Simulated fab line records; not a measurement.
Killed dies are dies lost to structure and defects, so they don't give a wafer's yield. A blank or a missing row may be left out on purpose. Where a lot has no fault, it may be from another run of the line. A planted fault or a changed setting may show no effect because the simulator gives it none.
Which tool is to blame? / flow nand harc / 6 lots, 18 wafers sampled, at 5 steps of a route of 1302

## WHAT EACH GAUGE READ, for each wafer
NHARC_END_SORT_01.
lot / measured / on / killed at array

## WHICH TOOL RAN EACH LOT (tool, then ch and the chambers of the sampled wafers, then the start)
lot=L217; NHARC_A_CHANNEL_HOLE_D1_ETCH_22=har etch-01 ch 0,1, day 9 07:37; NHARC_A_CHANNEL_HOLE_D1_ETCH_25=har etch-01 ch 0,1, day 9 09:42; NHARC_A_CHANNEL_FILL_D1_ALD_02=ald hk-04 ch 0,1,2, day 9 12:34; NHARC_A_CHANNEL_FILL_D1_STRIP_28=rie diel-08 ch 0,1, day 10 16:40
lot=L226; NHARC_A_CHANNEL_HOLE_D1_ETCH_22=har etch-01 ch 0,1, day 13 05:55; NHARC_A_CHANNEL_HOLE_D1_ETCH_25=har etch-01 ch 0,1, day 13 07:56; NHARC_A_CHANNEL_FILL_D1_ALD_02=ald hk-02 ch 0,1,2, day 13 11:06; NHARC_A_CHANNEL_FILL_D1_STRIP_28=rie diel-08 ch 1,2,3, day 14 11:25
lot=L230; NHARC_A_CHANNEL_HOLE_D1_ETCH_22=har etch-01 ch 0,1, day 14 14:20; NHARC_A_CHANNEL_HOLE_D1_ETCH_25=har etch-01 ch 0,1, day 14 16:26; NHARC_A_CHANNEL_FILL_D1_ALD_02=ald hk-01 ch 0,3, day 14 19:37; NHARC_A_CHANNEL_FILL_D1_STRIP_28=rie diel-09 ch 0,3, day 15 19:35
lot=L233; NHARC_A_CHANNEL_HOLE_D1_ETCH_22=har etch-02 ch 0,1, day 16 08:02; NHARC_A_CHANNEL_HOLE_D1_ETCH_25=har etch-02 ch 0,1, day 16 10:14; NHARC_A_CHANNEL_FILL_D1_ALD_02=ald hk-04 ch 0,1,3, day 16 13:04; NHARC_A_CHANNEL_FILL_D1_STRIP_28=rie diel-08 ch 0,1,3, day 17 13:16
lot=L236; NHARC_A_CHANNEL_HOLE_D1_ETCH_22=har etch-02 ch 0,1, day 18 00:05; NHARC_A_CHANNEL_HOLE_D1_ETCH_25=har etch-02 ch 0,1, day 18 02:07; NHARC_A_CHANNEL_FILL_D1_ALD_02=ald hk-04 ch 0,1,3, day 18 05:20; NHARC_A_CHANNEL_FILL_D1_STRIP_28=rie diel-12 ch 0,1,3, day 19 05:35
lot=L238; NHARC_A_CHANNEL_HOLE_D1_ETCH_22=har etch-01 ch 0,1, day 18 06:43; NHARC_A_CHANNEL_HOLE_D1_ETCH_25=har etch-01 ch 0,1, day 18 08:48; NHARC_A_CHANNEL_FILL_D1_ALD_02=ald hk-04 ch 2,3, day 18 11:40; NHARC_A_CHANNEL_FILL_D1_STRIP_28=rie diel-12 ch 0,1, day 19 09:48
- NHARC_A_CHANNEL_HOLE_D1_ETCH_22: etches the open film in C4F8/O2/Ar, time 666.7 s, target depth 1600 nm.
- NHARC_A_CHANNEL_HOLE_D1_ETCH_25: etches the open film in C4F8/O2/Ar, time 1040.2 s, target depth 1500 nm.
- NHARC_A_CHANNEL_FILL_D1_ALD_02: deposits SiO2, target thk 6 nm, pulse time 10 s, ald cycles 60.
- NHARC_A_CHANNEL_FILL_D1_STRIP_28: strips in O2, time 20 s.

## THE ANSWER, worked out from the rows above alone
Rule: usual is defined by the lots themselves. Put in order of their means at a reading, lots are off if they are a third of the lots or fewer, leave a main group of 4 or more, and stand apart from it by a gap of 3 or more times the standard deviation of the main group's means; of several such gaps the widest counts. A main group is skipped when, at the precision printed for the reading in the tables above, its means are all equal. A lot without any number at a reading at which 4 lots or more have one is off too. Where the step has rows for the other lots, those lots are counted as sound.
None of the lots is off at any reading shown; this tells nothing.

## WHAT THE SIMULATOR HAD INSERTED
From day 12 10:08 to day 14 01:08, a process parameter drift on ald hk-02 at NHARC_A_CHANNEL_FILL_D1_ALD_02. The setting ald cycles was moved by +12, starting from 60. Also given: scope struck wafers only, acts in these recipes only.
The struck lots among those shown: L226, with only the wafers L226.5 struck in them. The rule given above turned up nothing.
